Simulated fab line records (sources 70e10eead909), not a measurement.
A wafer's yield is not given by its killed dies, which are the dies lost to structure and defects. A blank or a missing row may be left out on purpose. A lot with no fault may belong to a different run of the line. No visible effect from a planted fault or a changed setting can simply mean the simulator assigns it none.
Struck lot and sound lot, side by side	flow nand-harc	35 steps out of a route of 1159
Sound: the wafers L382.1, L382.4, L382.5. Struck: wafers L383.1, L383.5, L383.6. The cause comes at the end.
For every step that has rows: the tool of each side, followed by ch and its chambers, followed by its first start. Under that, the readings that differ: sound wafers	struck wafers	difference of the means	sigmas: that difference in standard deviations of wafers without a fault.
alike: a reading whose means differ by less than 2 such deviations, as well as words and numbers matching on both sides. not compared: withheld readings; readings where some wafer has no value; bounds like >300 that might hide an equal value; numbers whose values overlap and for which the record gives no deviation.
A row with sigmas, a row that says differs or no value, or rows on one side alone: a step with any of these is where the two part. When numbers do not overlap yet have no deviation, they are printed without sigmas and do not part them. Lack of a reading on every wafer of one side parts them only where that side has two or more wafers.

first, 9 steps without rows for these wafers: NHARC_A_SGD_CUT_DESCUM_14 (chemistry O2, time 3 s); NHARC_A_SGD_CUT_ETCH_58 (etches the open film in CF4, target depth 39 nm, time 65 s); NHARC_A_SGD_CUT_ETCH_59 (etches the open film in N2/H2, target depth 260 nm, time 406.25 s); NHARC_A_SGD_CUT_ETCH_15 (etches the open film in CH3F/O2, target depth 75 nm, time 64.3 s); NHARC_A_SGD_CUT_ETCH_16 (etches the open film in C4F8/O2/Ar, target depth 310.5 nm, time 155.2 s); NHARC_A_SGD_CUT_STRIP_60 (strips in C4F8/O2/Ar); NHARC_A_SGD_CUT_STRIP_17 (strips in O2); NHARC_A_SGD_CUT_PRECLEAN_18 (cleans in SC1); NHARC_A_SGD_CUT_SRD_19.
NHARC_A_SGD_CUT_DEP_20: deposits SiO2, target thk 150 nm.
  sound on fcvd-01 ch 0, day 16 03:49; struck on fcvd-01 ch 0,1, day 17 01:53
then, 24 steps without rows for these wafers: NHARC_A_SGD_CUT_ANNEAL_27 (time 1800 s); NHARC_A_SGD_CUT_CMP_21 (polishes, target thk 148.19 nm); NHARC_A_SGD_CUT_SRD_23; NHARC_A_SGD_CUT_ETCH_26 (etches SiO2 in dHF, target depth 45.8 nm); NHARC_A_SGD_CUT_ETCHBACK_24 (etches the open film in CH3F/O2, target depth 50 nm, time 92.857 s); NHARC_A_SGD_CUT_STRIP_28 (strips in O2, time 20 s); NHARC_A_SLIT_DEP_25 (deposits SiO2, target thk 200 nm); NHARC_A_SLIT_DEP_00 (deposits aC, target thk 3200 nm); NHARC_A_SLIT_DEP_23 (deposits SiON, target thk 100 nm); NHARC_A_SLIT_DEHYDRATE_01 (time 120 s); NHARC_A_SLIT_HMDS_02 (time 30 s); NHARC_A_SLIT_COAT_03 (resist thk 90 nm); NHARC_A_SLIT_SOFTBAKE_04 (time 55 s); NHARC_A_SLIT_EBR_05; NHARC_A_SLIT_EXPOSE_06 (exposes mask SLIT); NHARC_A_SLIT_PEB_07 (peb time 65 s); NHARC_A_SLIT_DEVELOP_08 (develop time 35 s); NHARC_A_SLIT_DESCUM_14 (chemistry O2, time 3 s); NHARC_A_SLIT_ETCH_24 (etches the open film in CF4/CHF3, target depth 121 nm, time 60.5 s); NHARC_A_SLIT_ETCH_15 (etches the open film in O2/COS, target depth 3200 nm, time 832 s); NHARC_A_SLIT_ETCH_17 (etches the open film in C4F8/O2/Ar, time 1687.5 s, target depth 10100 nm); NHARC_A_SLIT_ETCH_26 (etches the open film in C4F8/O2/Ar, time 90 s, target depth 400 nm); NHARC_A_SLIT_STRIP_28 (strips in O2/COS); NHARC_A_SLIT_ETCH_29 (etches the open film in CF4/O2, target depth 100 nm, overetch 10 nm, time 55 s).
-- break in the record here, with 5 days between the starts of the struck wafers on either side (left off in module A_SLIT, picked up again in module END, where the first step shown is number 1159 on the route) --
NHARC_END_SORT_01:
  sound on prober-01 ch 0, day 22 02:04; struck on prober-02 ch 0, day 22 08:21
reading	sound	struck	difference	sigmas
killed-at-array	19 14 13	94 80 104	+77	+7
killed-dies	20 19 14	100 80 106	+78	+6
  alike: killed-at-other, killed-at-periphery, killed-open, killed-short

## WHERE THEY PART
Only at NHARC_END_SORT_01, as far as this record shows.

WHY: whatever the simulator had introduced
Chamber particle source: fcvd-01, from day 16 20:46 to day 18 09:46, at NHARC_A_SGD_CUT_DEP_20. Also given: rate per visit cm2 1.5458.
